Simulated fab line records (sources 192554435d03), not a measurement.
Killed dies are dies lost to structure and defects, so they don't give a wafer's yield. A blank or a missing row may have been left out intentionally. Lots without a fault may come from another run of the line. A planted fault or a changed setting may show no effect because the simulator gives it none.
fab line records	flow n5-finfet
[record] lots = 6	wafers = 17	last-day = 17
route steps=1938 shown BEOL_M5@1117 PASSIVATION@1936
lots that met no fault: taken from a fault-free run of the same line
start-h: hours from the record's opening day to when the first of the lot's shown wafers began	wait-h: time in hours since the lot's previous step	" as in the row above	L1.1+2: several wafers, shown together as one row	- value missing, or start not given	* or withheld: withheld	< > ~ a bound
route shown NAME@n: a module of which the file shows steps, and the number in the route of the first	usual: mean/standard deviation of fault-free wafers	same: alike in all rows	chamber/n: place in a boat	sites: the reading at each site	_std_site: their standard deviation	_edge_site: the outer-site mean with the inner-site mean subtracted	radius-mm: how far each site lies from the wafer's centre	mask NAME#n: copy n	behind: tool/chamber where the wafer was last shaped	hold: why the lot was held/for how many hours/how that ended	device: the n, p or np transistor that did not switch	end of line: the tests these same wafers got at the end of their route	a step without rows: its recipe alone	killed: not the wafer's yield, but the dies lost to structure and defects at the first sort	map: dies across one wafer; x = killed, . = not, _ = none there
set.NAME: setting as actually run; set.NAME@STEP: the setting as run at that earlier step	model.NAME: the simulator's own value behind a step, which no gauge read
lots at some steps of the route; a table a step, a row a wafer
services: a tool's chamber out of use, with start hour (start-h, from the record's first day; less than 0 if before it), hours out, and reason
[[steps]]
[step N5_BEOL_M5_COAT_59]
[recipe] resist = SOC	temp-c = 250	time-s = 60	spin-rpm = 1500	resist-thk-nm = 60
[step N5_BEOL_M5_COAT_60]
[recipe] resist = SiARC	temp-c = 220	time-s = 60	spin-rpm = 1500	resist-thk-nm = 12
[step N5_BEOL_M5_COAT_71]
[recipe] resist = underlayer	temp-c = 205	time-s = 60	spin-rpm = 1500	resist-thk-nm = 5
[step N5_BEOL_M5_COAT_05]
[recipe] resist = CAR-EUV	spin-rpm = 1500	resist-thk-nm = 30
[step N5_BEOL_M5_EBR_07]
[recipe] solvent = PGMEA	ebr-width-mm = 1.5
[step N5_BEOL_M5_SOFTBAKE_06]
[recipe] temp-c = 110	time-s = 60	resist = CAR-EUV
[step N5_BEOL_M5_EXPOSE_08]
[recipe] mask-id = M5	na = 0.33	source-shape = annular	sigma-inner = 0.4	sigma-outer = 0.8	polarization = unpolarized	target-cd-nm = 28	dose-mj = 35.75
[step N5_BEOL_M5_PEB_09]
[recipe] peb-temp-c = 100	peb-time-s = 60	resist = CAR-EUV
[step N5_BEOL_M5_DEVELOP_10]
[recipe] develop-time-s = 30	developer = TMAH	resist = CAR-EUV	rinse-liquid = surfactant-rinse	dry = air-spin	dev-temp-c = 23
[step N5_BEOL_M5_CD_MEAS_11]
[recipe] target-cd-nm = 27.74	landing-energy-ev = 500	detector = se-inlens
[usual] cd-nm = 27.98/0.26
lot.wafer	tool	chamber	start-h	wait-h	cd-nm
L325.2	cd-sem-03	0	166.37	-	27.38
L325.3	"	0	"	"	27.81
L325.5	"	0	"	"	27.77
L327.1	cd-sem-03	0	184.39	-	28.07
L327.2	"	0	"	"	27.77
L327.3	"	0	"	"	28.03
L336.3	cd-sem-02	0	252.21	-	27.70
L336.5	"	0	"	"	27.94
L338.2	cd-sem-03	0	272.27	-	27.92
L338.3	"	0	"	"	28.05
L338.4	"	0	"	"	28.62
L344.1	cd-sem-01	0	280.42	-	28.21
L344.4	"	0	"	"	28.39
L344.6	"	0	"	"	28.06
L345.1	cd-sem-03	0	299.45	-	27.98
L345.2	"	0	"	"	28.04
L345.3	"	0	"	"	28.47
[step N5_BEOL_M5_OVL_MEAS_12]
[recipe] points-per-wafer = 522
[usual] M5_OVL = 0.1/0.77
lot.wafer	tool	chamber	start-h	wait-h	M5_OVL[nm]
L325.2	overlay-01	0	166.41	0.0	0.1
L325.3	"	0	"	"	0.4
L325.5	"	0	"	"	-0.2
L327.1	overlay-02	0	184.42	0.0	-1.3
L327.2	"	0	"	"	-1.6
L327.3	"	0	"	"	-0.9
L336.3	overlay-02	0	252.25	0.0	0.9
L336.5	"	0	"	"	1.3
L338.2	overlay-02	0	272.30	0.0	0.7
L338.3	"	0	"	"	0.5
L338.4	"	0	"	"	-0.3
L344.1	overlay-01	0	280.45	0.0	-0.8
L344.4	"	0	"	"	-0.4
L344.6	"	0	"	"	-0.3
L345.1	overlay-01	0	299.48	0.0	-0.5
L345.2	"	0	"	"	0.6
L345.3	"	0	"	"	-1.1
[step N5_BEOL_M5_INSPECT_13]
[recipe] mode = adi	inspect-instrument = brightfield
[usual] raw-defect-count = 425/91
lot.wafer	tool	chamber	start-h	wait-h	raw-defect-count
L325.2	defect-inspect-02	-	166.46	0.0	352
L325.3	"	-	"	"	368
L325.5	"	-	"	"	357
L327.1	defect-inspect-01	-	184.48	0.1	378
L327.2	"	-	"	"	417
L327.3	"	-	"	"	452
L336.3	defect-inspect-01	-	252.30	0.0	464
L336.5	"	-	"	"	572
L338.2	defect-inspect-01	-	272.35	0.0	441
L338.3	"	-	"	"	565
L338.4	"	-	"	"	576
L344.1	defect-inspect-02	-	280.51	0.1	428
L344.4	"	-	"	"	341
L344.6	"	-	"	"	355
L345.1	defect-inspect-01	-	299.54	0.1	290
L345.2	"	-	"	"	334
L345.3	"	-	"	"	406
[step N5_BEOL_M5_DESCUM_16]
[recipe] chemistry = O2	time-s = 7	source-power-w = 50	bias-power-w = 20	pressure-mtorr = 20	rf-frequency-hz = 2.712e+07	temp-c = 40	resist = CAR-EUV	o2-flow-sccm = 225
[usual] drypump-motor-current-A = 5.5/0.32	oes-product-au = 0.78/0.097	rf-vpp-V = 243.5/1.1	showerhead-plenum-p-Torr = 2.11/0.048	throttle-valve-pct = 20.54/0.25
lot.wafer	tool	chamber	start-h	wait-h	drypump-motor-current-A	oes-product-au	rf-hours-counter-h	rf-vpp-V	showerhead-plenum-p-Torr	throttle-valve-pct	model.CAR-EUV_of_BEOL_M5_COAT_05.thk-nm
L325.2	rie-diel-01	3	166.50	0.0	5.2	0.69	220	245.3	2.08	20.71	26
L325.3	"	0	"	"	5.3	0.90	31	242.2	2.14	20.67	26.2
L325.5	"	0	"	"	5.3	0.90	-	244.1	2.14	20.68	26
L327.1	rie-diel-02	3	184.69	0.2	5.8	0.70	231	242.9	2.07	20.75	26
L327.2	"	2	"	"	5.6	0.70	247	244.3	2.11	20.21	26
L327.3	"	0	"	"	5.8	0.88	41	245.3	2.15	20.41	26
L336.3	rie-diel-02	1	252.43	0.1	5.9	0.69	235	243.0	2.09	20.53	27.2
L336.5	"	0	"	"	5.8	0.83	-	243.2	2.14	20.43	26
L338.2	rie-diel-02	0	272.39	0.0	5.8	0.85	71	243.0	2.13	20.46	26.2
L338.3	"	1	"	"	5.9	0.69	240	243.1	2.09	20.55	27.2
L338.4	"	1	"	"	5.9	0.70	-	241.8	2.09	20.53	26.2
L344.1	rie-diel-01	1	280.55	0.0	5.5	0.72	193	243.5	2.15	20.44	26
L344.4	"	2	"	"	5.8	0.70	-	243.2	2.04	20.70	26.2
L344.6	"	0	"	"	5.3	0.86	-	244.1	2.13	20.72	26.2
L345.1	rie-diel-06	2	299.58	0.0	5.0	0.83	99	242.8	2.14	20.57	26
L345.2	"	3	"	"	4.9	1.02	1	246.0	2.23	20.60	26
L345.3	"	1	"	"	6.0	0.68	249	243.4	2.16	20.86	26
[step N5_BEOL_M5_ETCH_72]
[recipe] chemistry = N2/H2	target = underlayer	target-depth-a = 65	mask-material = CAR-EUV	time-s = 5.2	ion-energy-ev = 200	pressure-mtorr = 30	source-w = 840	bias-w = 150	n2-flow-sccm = 200	h2-flow-sccm = 200	ends = cleared
[usual] bias-w = 150.0/0.43	drypump-motor-current-A = 5.6/0.32	etch-rf-on-time-s = 5.21/0.16	oes-product-au = 0.66/0.077	rf-vpp-V = 524.5/2	showerhead-plenum-p-Torr = 2.55/0.057	throttle-valve-pct = 17.9/0.31
lot.wafer	tool	chamber	start-h	wait-h	bias-w	drypump-motor-current-A	etch-rf-on-time-s	oes-product-au	rf-hours-counter-h	rf-vpp-V	showerhead-plenum-p-Torr	throttle-valve-pct
L325.2	rie-diel-01	3	166.53	0.0	149.8	5.2	5.45	0.59	220	522.5	2.51	18.1
L325.3	"	0	"	"	149.3	5.3	5.13	0.75	31	526.1	2.57	17.9
L325.5	"	0	"	"	149.9	5.3	5.15	0.75	-	523.3	2.57	17.9
L327.1	rie-diel-02	3	184.72	0.0	150.1	5.8	5.23	0.60	231	524.0	2.51	18.2
L327.2	"	2	"	"	149.3	5.7	5.40	0.58	247	526.9	2.58	17.7
L327.3	"	0	"	"	149.0	5.8	5.36	0.73	41	524.8	2.56	17.5
L336.3	rie-diel-02	1	252.47	0.0	149.4	5.9	5.36	0.58	235	520.9	2.50	17.7
L336.5	"	0	"	"	150.2	5.8	5.49	0.70	-	526.4	2.55	17.5
L338.2	rie-diel-02	0	272.42	0.0	150.0	5.8	5.48	0.69	71	525.2	2.55	17.5
L338.3	"	1	"	"	150.6	5.9	5.37	0.59	240	523.3	2.50	17.7
L338.4	"	1	"	"	150.9	5.9	5.36	0.58	-	522.5	2.50	17.7
L344.1	rie-diel-01	1	280.58	0.0	149.4	5.5	5.50	0.61	193	526.0	2.62	18.0
L344.4	"	2	"	"	150.4	5.9	5.27	0.59	-	523.5	2.50	18.4
L344.6	"	0	"	"	149.8	5.3	5.11	0.71	-	523.0	2.56	17.9
L345.1	rie-diel-06	2	299.61	0.0	149.9	5.1	4.89	0.72	99	524.0	2.56	17.8
L345.2	"	3	"	"	150.3	4.9	4.98	0.87	1	526.7	2.69	17.8
L345.3	"	1	"	"	150.0	5.9	5.14	0.57	249	526.8	2.62	18.3
[step N5_PASSIVATION_PROBE_49]
[usual] defect-limited-yield = 91.3/1.5	killed_at_M0_to_M3 = 33/12	killed_at_M4_up = 15/5.2	killed-at-contacts = 12/5.1	killed-at-front-end = 39/11	killed-at-other = 5/3.6	killed-dies = 103/18	killed-on-rim = 14/4.3	killed-open = 67/13	killed-short = 33/7.8	sort_bin_5_function = 5.1/0.96	sort_bin_6_memory = 3.2/0.71	sort-n-pass = 1077/18	sort-yield-pct = 91.3/1.5
[same] gross-dies = 1180	killed-at-back-side = 0	sort_bin_4_leakage[%] = 0	sort_bin_8_speed[%] = 0
lot.wafer	tool	chamber	start-h	wait-h	defect-limited-yield[%]	killed_at_M0_to_M3	killed_at_M4_up	killed-at-contacts	killed-at-front-end	killed-at-other	killed-dies	killed-on-rim	killed-open	killed-short	sort_bin_5_function[%]	sort_bin_6_memory[%]	sort-n-pass	sort-yield-pct[%]
L325.2	prober-02	-	254.16	0.1	91.5	46	15	4	34	1	100	10	74	26	5.5	2.6	1080	91.5
L325.3	prober-02	-	254.21	0.1	91.4	47	18	12	25	0	102	18	62	39	5.4	3.1	1078	91.4
L325.5	prober-02	-	254.31	0.2	90.9	26	32	12	35	2	107	9	85	21	5.8	3.1	1073	90.9
L327.1	prober-02	-	278.47	0.0	91.6	34	13	6	36	10	99	15	60	37	5.5	2.5	1081	91.6
L327.2	prober-02	-	278.52	0.1	89.7	29	24	10	54	4	121	25	80	27	5.8	3.3	1059	89.7
L327.3	prober-02	-	278.57	0.1	91.0	29	9	7	54	7	106	7	67	31	5.4	2.6	1074	91.0
L336.3	prober-01	-	348.68	0.1	94.7	15	18	9	21	0	63	13	40	22	3.1	2.0	1117	94.7
L336.5	prober-01	-	348.78	0.2	96.2	7	8	6	22	2	45	4	32	13	2.2	1.6	1135	96.2
L338.2	prober-02	-	364.56	0.1	91.1	31	17	2	53	2	105	22	73	32	5.1	3.5	1075	91.1
L338.3	prober-02	-	364.61	0.1	90.0	40	7	8	63	0	118	13	79	36	6.3	3.3	1062	90.0
L338.4	prober-02	-	364.66	0.2	89.9	26	8	16	66	3	119	14	86	33	7.0	2.7	1061	89.9
L345.1	prober-02	-	397.45	0.0	90.8	37	18	9	39	5	108	13	71	33	5.6	3.1	1072	90.8
L345.2	prober-02	-	397.50	0.1	91.4	37	10	7	44	4	102	18	56	35	4.2	3.6	1078	91.4
L345.3	prober-02	-	397.55	0.1	93.9	18	15	5	34	0	72	12	47	23	3.5	2.4	1108	93.9
// killed by level:class
L325.2 FIN_SAQP:geometric-particle:open=15 BEOL_M2:geometric-particle:open=12 BEOL_M0_SAQP:geometric-particle:open=9 STARTING-WAFER:geometric-particle:open=6 BEOL_M0_SAQP:geometric-particle:short=5 BEOL_M1:geometric-particle:open=5 BEOL_M3:geometric-particle:open=5 FIN_SAQP:geometric-particle:short=4
L325.3 BEOL_M0_SAQP:geometric-particle:short=19 MOL_CONTACT_COAG:geometric-particle:open=9 BEOL_M0_SAQP:geometric-particle:open=9 STI_FIN_REVEAL:geometric-particle:open=7 BEOL_M4:geometric-particle:open=7 BEOL_M2:geometric-particle:open=5 BEOL_M3:geometric-particle:open=5 FIN_SAQP:geometric-particle:open=4
L325.5 FIN_SAQP:geometric-particle:open=12 BEOL_M4:geometric-particle:open=12 BEOL_M5:geometric-particle:open=12 MOL_CONTACT_COAG:geometric-particle:open=10 BEOL_M3:geometric-particle:open=9 BEOL_M2:geometric-particle:open=8 FIN_SAQP:geometric-particle:short=3 FIN_CUT:geometric-particle:open=3
L327.1 STI_FIN_REVEAL:geometric-particle:open=9 BEOL_M0_SAQP:geometric-particle:open=9 BEOL_M0_SAQP:geometric-particle:short=8 FIN_SAQP:geometric-particle:open=7 BEOL_M0:geometric-particle:open=6 BEOL_M4:geometric-particle:open=5 MOL_CONTACT_COAG:geometric-particle:open=5 BEOL_M4:geometric-particle:short=5
L327.2 STI_FIN_REVEAL:geometric-particle:open=16 BEOL_M0_SAQP:geometric-particle:open=15 MOL_CONTACT_COAG:geometric-particle:open=9 HKMG_FIN:area-etch=9 BEOL_M4:geometric-particle:open=8 FIN_SAQP:geometric-particle:open=5 FIN_SAQP:geometric-particle:short=5 BEOL_M3:geometric-particle:open=5
L327.3 STI_FIN_REVEAL:geometric-particle:open=17 HKMG_FIN:area-etch=8 DUMMY_GATE:geometric-particle:open=7 BEOL_M0_SAQP:geometric-particle:open=7 FIN_SAQP:geometric-particle:open=6 FIN_SAQP:geometric-particle:short=5 MOL_CONTACT_COAG:geometric-particle:open=5 BEOL_M0_SAQP:geometric-particle:short=5
L336.3 BEOL_M4:geometric-particle:open=9 MOL_CONTACT_COAG:geometric-particle:open=6 BEOL_M0_SAQP:geometric-particle:short=5 FIN_SAQP:geometric-particle:open=4 STI_FIN_REVEAL:geometric-particle:open=4 BEOL_M0_SAQP:geometric-particle:open=4 ILD0:geometric-particle:open=3 MOL_CONTACT_COAG:geometric-particle:short=3
L336.5 BEOL_M4:geometric-particle:open=6 MOL_CONTACT_COAG:geometric-particle:open=5 DUMMY_GATE:geometric-particle:open=4 FIN_SAQP:geometric-particle:open=3 STI_FIN_REVEAL:geometric-particle:open=3 ILD0:geometric-particle:open=3 GATE_CUT:geometric-particle:short=3 GATE_CUT:geometric-particle:open=3
L338.2 FIN_SAQP:geometric-particle:open=15 BEOL_M3:geometric-particle:open=11 FIN_SAQP:geometric-particle:short=9 STI_FIN_REVEAL:geometric-particle:open=7 DUMMY_GATE:geometric-particle:open=7 BEOL_M4:geometric-particle:open=7 BEOL_M0_SAQP:geometric-particle:short=5 STARTING-WAFER:geometric-particle:open=5
L338.3 STI_FIN_REVEAL:geometric-particle:open=21 BEOL_M0_SAQP:geometric-particle:open=17 FIN_SAQP:geometric-particle:open=15 FIN_SAQP:geometric-particle:short=10 BEOL_M0_SAQP:geometric-particle:short=10 MOL_CONTACT_COAG:geometric-particle:open=7 BEOL_M3:geometric-particle:open=5 DUMMY_GATE:geometric-particle:open=3
L338.4 STI_FIN_REVEAL:geometric-particle:open=27 MOL_CONTACT_COAG:geometric-particle:open=13 FIN_SAQP:geometric-particle:open=12 FIN_SAQP:geometric-particle:short=8 BEOL_M3:geometric-particle:open=8 BEOL_M0_SAQP:geometric-particle:short=5 STI_FIN_REVEAL:geometric-particle:short=4 BEOL_M3:geometric-particle:short=4
L345.1 BEOL_M2:geometric-particle:open=12 FIN_SAQP:geometric-particle:open=10 BEOL_M0_SAQP:geometric-particle:short=9 MOL_CONTACT_COAG:geometric-particle:open=8 FIN_SAQP:geometric-particle:short=7 BEOL_M0_SAQP:geometric-particle:open=7 STI_FIN_REVEAL:geometric-particle:open=6 DUMMY_GATE:geometric-particle:open=4
L345.2 BEOL_M0_SAQP:geometric-particle:open=12 FIN_SAQP:geometric-particle:short=10 BEOL_M0_SAQP:geometric-particle:short=8 GATE_CUT:geometric-particle:short=7 MOL_CONTACT_COAG:geometric-particle:open=7 HKMG_FIN:area-etch=7 BEOL_M2:geometric-particle:open=6 FIN_SAQP:geometric-particle:open=5
L345.3 DUMMY_GATE:geometric-particle:open=13 BEOL_M4:geometric-particle:open=7 STI_FIN_REVEAL:geometric-particle:open=7 BEOL_M0_SAQP:geometric-particle:short=4 BEOL_M2:geometric-particle:open=4 FIN_SAQP:geometric-particle:short=3 MOL_CONTACT_COAG:geometric-particle:open=3 BEOL_M3:geometric-particle:open=3
[[services]]
tool	chamber	start-h	hours	kind
rie-diel-01	3	142.69	2.2	repair
rie-diel-02	1	178.83	7.1	repair
rie-diel-02	2	196.07	-	clean
rie-diel-02	2	196.07	-	consumable-replace:focus-ring
rie-diel-02	2	196.07	16.8	scheduled-down
rie-diel-02	2	196.07	16.8	vent-cycle
rie-diel-01	2	220.13	3.2	repair
rie-diel-02	3	236.85	-	clean
rie-diel-02	3	236.85	-	consumable-replace:focus-ring
rie-diel-02	3	236.85	19.3	scheduled-down
rie-diel-02	3	236.85	19.3	vent-cycle
rie-diel-02	3	266.56	10.3	repair
rie-diel-06	3	276.06	-	clean
rie-diel-06	3	276.06	-	consumable-replace:focus-ring
rie-diel-06	3	276.06	-	consumable-replace:showerhead
rie-diel-01	3	276.92	-	clean
rie-diel-01	3	276.92	-	consumable-replace:focus-ring
rie-diel-01	3	276.92	17.9	scheduled-down
rie-diel-01	3	276.92	17.9	vent-cycle
rie-diel-01	2	298.99	-	clean
rie-diel-01	2	298.99	-	consumable-replace:focus-ring
rie-diel-01	2	298.99	20.1	scheduled-down
rie-diel-01	2	298.99	20.1	vent-cycle
[[key]]
first-sign none at tools or gauges
[model-effect] step = N5_BEOL_M5_DESCUM_16	value = CAR-EUV_of_BEOL_M5_COAT_05.thk-nm	without = 26	struck = 27.2
met-at N5_BEOL_M5_DESCUM_16
struck-wafers L336.3,L338.3
onset-between 184.69 252.43
[fault] kind = process-parameter-drift	tool = rie-diel-02	chamber = -	onset-h = 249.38	steps = N5_BEOL_M5_DESCUM_16	channel = time-s	offset = *	shape = step	end-h = 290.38	scope = struck-wafers-only	acts-in = *	stated = *
